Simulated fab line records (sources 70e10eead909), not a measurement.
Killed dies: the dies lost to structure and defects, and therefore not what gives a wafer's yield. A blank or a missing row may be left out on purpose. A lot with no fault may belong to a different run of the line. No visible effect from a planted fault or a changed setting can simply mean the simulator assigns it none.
Which tool is to blame? || flow nand harc || 24 lots, 72 wafers sampled, at 4 steps of a route of 1159

## WHAT THE GAUGES SHOWED, per wafer
NHARC_P_STI_CD_MEAS_16. Usual: cd nm 200 nm, standard deviation 3.8.
{"lot": "L075", "measured": "day 2 14:11", "on": "cd sem-03", "cd nm (nm)": "202 204 204", "flag": ""}
{"lot": "L074", "measured": "day 2 14:13", "on": "cd sem-01", "cd nm (nm)": "195 196 200", "flag": ""}
{"lot": "L076", "measured": "day 3 02:43", "on": "cd sem-03", "cd nm (nm)": "199 204 206", "flag": ""}
{"lot": "L077", "measured": "day 3 02:46", "on": "cd sem-01", "cd nm (nm)": "204 199 194", "flag": ""}
{"lot": "L078", "measured": "day 3 11:46", "on": "cd sem-03", "cd nm (nm)": "199 197 202", "flag": ""}
{"lot": "L079", "measured": "day 3 18:36", "on": "cd sem-03", "cd nm (nm)": "202 203 197", "flag": ""}
{"lot": "L080", "measured": "day 3 23:41", "on": "cd sem-01", "cd nm (nm)": "198 203 204", "flag": ""}
{"lot": "L081", "measured": "day 4 07:53", "on": "cd sem-03", "cd nm (nm)": "197 202 200", "flag": ""}
{"lot": "L082", "measured": "day 4 13:29", "on": "cd sem-01", "cd nm (nm)": "201 201 200", "flag": ""}
{"lot": "L083", "measured": "day 4 19:29", "on": "cd sem-01", "cd nm (nm)": "198 195 198", "flag": ""}
{"lot": "L084", "measured": "day 4 23:28", "on": "cd sem-01", "cd nm (nm)": "197 198 203", "flag": ""}
{"lot": "L085", "measured": "day 5 08:22", "on": "cd sem-03", "cd nm (nm)": "202 199 200", "flag": ""}
{"lot": "L086", "measured": "day 5 08:26", "on": "cd sem-01", "cd nm (nm)": "199 200 195", "flag": ""}
{"lot": "L087", "measured": "day 5 17:47", "on": "cd sem-01", "cd nm (nm)": "198 199 196", "flag": ""}
{"lot": "L088", "measured": "day 6 01:37", "on": "cd sem-02", "cd nm (nm)": "200 201 208", "flag": ""}
{"lot": "L089", "measured": "day 6 06:42", "on": "cd sem-03", "cd nm (nm)": "192 195 199", "flag": ""}
{"lot": "L090", "measured": "day 6 14:47", "on": "cd sem-01", "cd nm (nm)": "197 200 191", "flag": ""}
{"lot": "L091", "measured": "day 6 15:22", "on": "cd sem-03", "cd nm (nm)": "191 194 195", "flag": ""}
{"lot": "L092", "measured": "day 7 01:32", "on": "cd sem-01", "cd nm (nm)": "197 203 198", "flag": ""}
{"lot": "L093", "measured": "day 7 06:09", "on": "cd sem-03", "cd nm (nm)": "198 198 195", "flag": ""}
{"lot": "L094", "measured": "day 7 14:10", "on": "cd sem-03", "cd nm (nm)": "204 197 198", "flag": ""}
{"lot": "L095", "measured": "day 7 14:19", "on": "cd sem-01", "cd nm (nm)": "192 205 198", "flag": ""}
{"lot": "L097", "measured": "day 8 02:01", "on": "cd sem-01", "cd nm (nm)": "201 206 202", "flag": ""}
{"lot": "L096", "measured": "day 8 02:02", "on": "cd sem-02", "cd nm (nm)": "192 199 195", "flag": ""}

NHARC_P_GATE_CD_MEAS_11: the cd target is 1640 nm. Usual: cd nm 1638.5 nm, standard deviation 2.
{"lot": "L075", "measured": "day 3 21:42", "on": "cd sem-03", "cd nm (nm)": "1637.2 1639.9 1637.0", "flag": ""}
{"lot": "L074", "measured": "day 3 21:52", "on": "cd sem-03", "cd nm (nm)": "1640.0 1638.4 1637.6", "flag": ""}
{"lot": "L076", "measured": "day 4 15:37", "on": "cd sem-01", "cd nm (nm)": "1641.5 1638.2 1637.0", "flag": ""}
{"lot": "L077", "measured": "day 4 15:34", "on": "cd sem-01", "cd nm (nm)": "1636.9 1639.0 1636.6", "flag": ""}
{"lot": "L078", "measured": "day 5 00:59", "on": "cd sem-01", "cd nm (nm)": "1639.3 1636.2 1636.2", "flag": ""}
{"lot": "L079", "measured": "day 5 13:09", "on": "cd sem-03", "cd nm (nm)": "1639.0 1636.6 1639.4", "flag": ""}
{"lot": "L080", "measured": "day 5 13:00", "on": "cd sem-03", "cd nm (nm)": "1638.1 1636.2 1635.4", "flag": ""}
{"lot": "L081", "measured": "day 6 02:19", "on": "cd sem-03", "cd nm (nm)": "1639.3 1639.8 1644.3", "flag": ""}
{"lot": "L082", "measured": "day 6 02:28", "on": "cd sem-03", "cd nm (nm)": "1638.2 1637.4 1636.3", "flag": ""}
{"lot": "L083", "measured": "day 6 09:51", "on": "cd sem-01", "cd nm (nm)": "1637.1 1636.8 1636.4", "flag": ""}
{"lot": "L084", "measured": "day 6 19:37", "on": "cd sem-03", "cd nm (nm)": "1639.9 1637.7 1637.8", "flag": ""}
{"lot": "L085", "measured": "day 7 07:43", "on": "cd sem-01", "cd nm (nm)": "1638.5 1640.2 1638.2", "flag": ""}
{"lot": "L086", "measured": "day 7 07:40", "on": "cd sem-03", "cd nm (nm)": "1636.0 1637.8 1642.5", "flag": ""}
{"lot": "L087", "measured": "day 7 07:52", "on": "cd sem-03", "cd nm (nm)": "1644.3 1641.1 1640.2", "flag": ""}
{"lot": "L088", "measured": "day 7 14:57", "on": "cd sem-01", "cd nm (nm)": "1638.5 1640.5 1640.4", "flag": ""}
{"lot": "L089", "measured": "day 7 23:44", "on": "cd sem-02", "cd nm (nm)": "1642.9 1637.9 1637.6", "flag": ""}
{"lot": "L090", "measured": "day 8 06:10", "on": "cd sem-02", "cd nm (nm)": "1637.8 1638.1 1639.7", "flag": ""}
{"lot": "L091", "measured": "day 8 06:20", "on": "cd sem-03", "cd nm (nm)": "1638.5 1634.8 1639.9", "flag": ""}
{"lot": "L092", "measured": "day 8 15:12", "on": "cd sem-02", "cd nm (nm)": "1638.3 1638.5 1641.3", "flag": ""}
{"lot": "L093", "measured": "day 8 15:14", "on": "cd sem-03", "cd nm (nm)": "1636.7 1636.7 1637.1", "flag": ""}
{"lot": "L094", "measured": "day 9 04:30", "on": "cd sem-01", "cd nm (nm)": "1642.1 1638.2 1640.1", "flag": ""}
{"lot": "L095", "measured": "day 9 04:32", "on": "cd sem-02", "cd nm (nm)": "1639.1 1639.2 1637.7", "flag": ""}
{"lot": "L097", "measured": "day 9 18:59", "on": "cd sem-03", "cd nm (nm)": "1637.2 1638.0 1635.5", "flag": ""}
{"lot": "L096", "measured": "day 9 18:50", "on": "cd sem-01", "cd nm (nm)": "1637.8 1636.6 1636.0", "flag": ""}

NHARC_P_CONTACT_INSPECT_14. Usual: raw defect count 3.5, standard deviation 2.
{"lot": "L075", "measured": "day 5 11:21", "on": "defect inspect-02", "raw defect count": "7 6 2", "flag": ""}
{"lot": "L074", "measured": "day 5 13:15", "on": "defect inspect-02", "raw defect count": "3 5 5", "flag": ""}
{"lot": "L076", "measured": "day 6 03:07", "on": "defect inspect-02", "raw defect count": "2 3 3", "flag": ""}
{"lot": "L077", "measured": "day 6 01:51", "on": "defect inspect-01", "raw defect count": "1 4 4", "flag": ""}
{"lot": "L078", "measured": "day 6 10:53", "on": "defect inspect-01", "raw defect count": "5 4 3", "flag": ""}
{"lot": "L079", "measured": "day 7 04:04", "on": "defect inspect-01", "raw defect count": "7 6 6", "flag": ""}
{"lot": "L080", "measured": "day 7 05:56", "on": "defect inspect-02", "raw defect count": "2 10 3", "flag": ""}
{"lot": "L081", "measured": "day 7 19:29", "on": "defect inspect-01", "raw defect count": "3 4 5", "flag": ""}
{"lot": "L082", "measured": "day 7 17:10", "on": "defect inspect-01", "raw defect count": "4 2 5", "flag": ""}
{"lot": "L083", "measured": "day 7 22:29", "on": "defect inspect-01", "raw defect count": "2 5 4", "flag": ""}
{"lot": "L084", "measured": "day 8 08:00", "on": "defect inspect-01", "raw defect count": "9 1 2", "flag": ""}
{"lot": "L085", "measured": "day 8 20:53", "on": "defect inspect-01", "raw defect count": "5 5 4", "flag": ""}
{"lot": "L086", "measured": "day 8 21:47", "on": "defect inspect-01", "raw defect count": "2 3 1", "flag": ""}
{"lot": "L087", "measured": "day 8 22:57", "on": "defect inspect-01", "raw defect count": "4 4 3", "flag": ""}
{"lot": "L088", "measured": "day 9 03:58", "on": "defect inspect-01", "raw defect count": "5 3 5", "flag": ""}
{"lot": "L089", "measured": "day 9 12:58", "on": "defect inspect-01", "raw defect count": "2 5 1", "flag": ""}
{"lot": "L090", "measured": "day 9 17:41", "on": "defect inspect-02", "raw defect count": "6 6 7", "flag": ""}
{"lot": "L091", "measured": "day 9 18:44", "on": "defect inspect-01", "raw defect count": "2 2 4", "flag": ""}
{"lot": "L092", "measured": "day 10 02:54", "on": "defect inspect-02", "raw defect count": "0 5 1", "flag": ""}
{"lot": "L093", "measured": "day 10 04:30", "on": "defect inspect-02", "raw defect count": "2 2 4", "flag": ""}
{"lot": "L094", "measured": "day 10 18:10", "on": "defect inspect-02", "raw defect count": "4 1 2", "flag": ""}
{"lot": "L095", "measured": "day 10 16:51", "on": "defect inspect-02", "raw defect count": "4 3 9", "flag": ""}
{"lot": "L097", "measured": "day 11 06:11", "on": "defect inspect-01", "raw defect count": "0 2 0", "flag": ""}
{"lot": "L096", "measured": "day 11 08:50", "on": "defect inspect-02", "raw defect count": "5 2 1", "flag": ""}

## WHAT TOOL EACH LOT RAN ON (gives the tool, then ch and the chambers of the sampled wafers, and finally the start)
{"lot": "L075", "NHARC_P_GATE_ETCH_32": "rie si-02 ch 0,2,3, day 4 15:44"}
{"lot": "L074", "NHARC_P_GATE_ETCH_32": "rie si-04 ch 0,2,3, day 4 16:17"}
{"lot": "L076", "NHARC_P_GATE_ETCH_32": "rie si-02 ch 0,2,3, day 5 07:17"}
{"lot": "L077", "NHARC_P_GATE_ETCH_32": "rie si-05 ch 2,3, day 5 06:30"}
{"lot": "L078", "NHARC_P_GATE_ETCH_32": "rie si-02 ch 0,2, day 5 15:20"}
{"lot": "L079", "NHARC_P_GATE_ETCH_32": "rie si-02 ch 1,2,3, day 6 08:23"}
{"lot": "L080", "NHARC_P_GATE_ETCH_32": "rie si-05 ch 0,1, day 6 08:24"}
{"lot": "L081", "NHARC_P_GATE_ETCH_32": "rie si-04 ch 0,2,3, day 6 21:47"}
{"lot": "L082", "NHARC_P_GATE_ETCH_32": "rie si-05 ch 0,2,3, day 6 21:10"}
{"lot": "L083", "NHARC_P_GATE_ETCH_32": "rie si-05 ch 1,3, day 7 02:25"}
{"lot": "L084", "NHARC_P_GATE_ETCH_32": "rie si-02 ch 1,2,3, day 7 12:31"}
{"lot": "L085", "NHARC_P_GATE_ETCH_32": "rie si-04 ch 0,1,3, day 8 00:53"}
{"lot": "L086", "NHARC_P_GATE_ETCH_32": "rie si-02 ch 0,2, day 8 01:11"}
{"lot": "L087", "NHARC_P_GATE_ETCH_32": "rie si-02 ch 1,2, day 8 02:16"}
{"lot": "L088", "NHARC_P_GATE_ETCH_32": "rie si-05 ch 1,2,3, day 8 08:23"}
{"lot": "L089", "NHARC_P_GATE_ETCH_32": "rie si-05 ch 1,2,3, day 8 16:53"}
{"lot": "L090", "NHARC_P_GATE_ETCH_32": "rie si-04 ch 1,2, day 8 21:14"}
{"lot": "L091", "NHARC_P_GATE_ETCH_32": "rie si-02 ch 0,2, day 8 20:32"}
{"lot": "L092", "NHARC_P_GATE_ETCH_32": "rie si-04 ch 0,2,3, day 9 06:55"}
{"lot": "L093", "NHARC_P_GATE_ETCH_32": "rie si-02 ch 1,2,3, day 9 07:51"}
{"lot": "L094", "NHARC_P_GATE_ETCH_32": "rie si-04 ch 0,2,3, day 9 21:31"}
{"lot": "L095", "NHARC_P_GATE_ETCH_32": "rie si-05 ch 0,1,2, day 9 20:51"}
{"lot": "L097", "NHARC_P_GATE_ETCH_32": "rie si-04 ch 1,3, day 10 10:31"}
{"lot": "L096", "NHARC_P_GATE_ETCH_32": "rie si-05 ch 0,1, day 10 12:38"}
- NHARC_P_GATE_ETCH_32: etches the open film in HBr/Cl2, target depth 150 nm, time 100.1 s.

## AS READ BY THE TOOLS THEMSELVES (means over the sampled wafers that have a number; for cases with no such wafer, the mark the record gives instead)
NHARC_P_GATE_ETCH_32. Usual: drypump motor current A 6.00 A, standard deviation 0.29; oes product au 1.000 a.u., standard deviation 0.012; throttle valve pct 26.405 %, standard deviation 0.0084.
{"lot": "L075", "tool": "rie si-02", "drypump motor current A (A)": 6.12, "oes product au (a.u.)": 0.997, "throttle valve pct (%)": 26.406, "flag": ""}
{"lot": "L074", "tool": "rie si-04", "drypump motor current A (A)": 5.82, "oes product au (a.u.)": 0.991, "throttle valve pct (%)": 26.403, "flag": ""}
{"lot": "L076", "tool": "rie si-02", "drypump motor current A (A)": 6.13, "oes product au (a.u.)": 1.006, "throttle valve pct (%)": 26.414, "flag": ""}
{"lot": "L077", "tool": "rie si-05", "drypump motor current A (A)": 6.03, "oes product au (a.u.)": 1.019, "throttle valve pct (%)": 26.409, "flag": ""}
{"lot": "L078", "tool": "rie si-02", "drypump motor current A (A)": 6.19, "oes product au (a.u.)": 0.992, "throttle valve pct (%)": 26.409, "flag": ""}
{"lot": "L079", "tool": "rie si-02", "drypump motor current A (A)": 5.79, "oes product au (a.u.)": 0.998, "throttle valve pct (%)": 26.398, "flag": ""}
{"lot": "L080", "tool": "rie si-05", "drypump motor current A (A)": 6.14, "oes product au (a.u.)": 0.988, "throttle valve pct (%)": 26.399, "flag": ""}
{"lot": "L081", "tool": "rie si-04", "drypump motor current A (A)": 5.81, "oes product au (a.u.)": 0.990, "throttle valve pct (%)": 26.405, "flag": ""}
{"lot": "L082", "tool": "rie si-05", "drypump motor current A (A)": 6.14, "oes product au (a.u.)": 1.006, "throttle valve pct (%)": 26.400, "flag": ""}
{"lot": "L083", "tool": "rie si-05", "drypump motor current A (A)": 6.05, "oes product au (a.u.)": 0.990, "throttle valve pct (%)": 26.414, "flag": ""}
{"lot": "L084", "tool": "rie si-02", "drypump motor current A (A)": 5.80, "oes product au (a.u.)": 1.008, "throttle valve pct (%)": 26.405, "flag": ""}
{"lot": "L085", "tool": "rie si-04", "drypump motor current A (A)": 6.03, "oes product au (a.u.)": 0.996, "throttle valve pct (%)": 26.397, "flag": ""}
{"lot": "L086", "tool": "rie si-02", "drypump motor current A (A)": 6.02, "oes product au (a.u.)": 0.994, "throttle valve pct (%)": 26.409, "flag": ""}
{"lot": "L087", "tool": "rie si-02", "drypump motor current A (A)": 5.68, "oes product au (a.u.)": 0.989, "throttle valve pct (%)": 26.407, "flag": ""}
{"lot": "L088", "tool": "rie si-05", "drypump motor current A (A)": 6.07, "oes product au (a.u.)": 1.004, "throttle valve pct (%)": 26.410, "flag": ""}
{"lot": "L089", "tool": "rie si-05", "drypump motor current A (A)": 6.07, "oes product au (a.u.)": 1.009, "throttle valve pct (%)": 26.413, "flag": ""}
{"lot": "L090", "tool": "rie si-04", "drypump motor current A (A)": 5.64, "oes product au (a.u.)": 0.997, "throttle valve pct (%)": 26.401, "flag": ""}
{"lot": "L091", "tool": "rie si-02", "drypump motor current A (A)": 6.02, "oes product au (a.u.)": 0.988, "throttle valve pct (%)": 26.406, "flag": ""}
{"lot": "L092", "tool": "rie si-04", "drypump motor current A (A)": 5.82, "oes product au (a.u.)": 0.991, "throttle valve pct (%)": 26.401, "flag": ""}
{"lot": "L093", "tool": "rie si-02", "drypump motor current A (A)": 5.80, "oes product au (a.u.)": 1.002, "throttle valve pct (%)": 26.400, "flag": ""}
{"lot": "L094", "tool": "rie si-04", "drypump motor current A (A)": 5.82, "oes product au (a.u.)": 0.990, "throttle valve pct (%)": 26.401, "flag": ""}
{"lot": "L095", "tool": "rie si-05", "drypump motor current A (A)": 6.18, "oes product au (a.u.)": 1.003, "throttle valve pct (%)": 26.409, "flag": ""}
{"lot": "L097", "tool": "rie si-04", "drypump motor current A (A)": 6.07, "oes product au (a.u.)": 1.000, "throttle valve pct (%)": 26.403, "flag": ""}
{"lot": "L096", "tool": "rie si-05", "drypump motor current A (A)": 6.17, "oes product au (a.u.)": 0.990, "throttle valve pct (%)": 26.407, "flag": ""}

## THE ANSWER, worked out from the rows above alone
Rule: a lot is off if the mean of its wafers that have a number lies more than 3 standard deviations from the usual mean. Also off: a lot with no number at a reading for which 4 or more lots have one. Where the step has rows for the other lots, those lots are counted as sound. Order of review: gauges by route order, followed by the tools' own readings, for which a lot's mean as printed above is used. The first step at which some lot is off is used, and at that step the reading that is off furthest; a lot without a number counts as furthest.
Across all readings shown, no lot is off: no conclusion can be drawn from this.

## WHAT THE SIMULATOR HAD PUT IN
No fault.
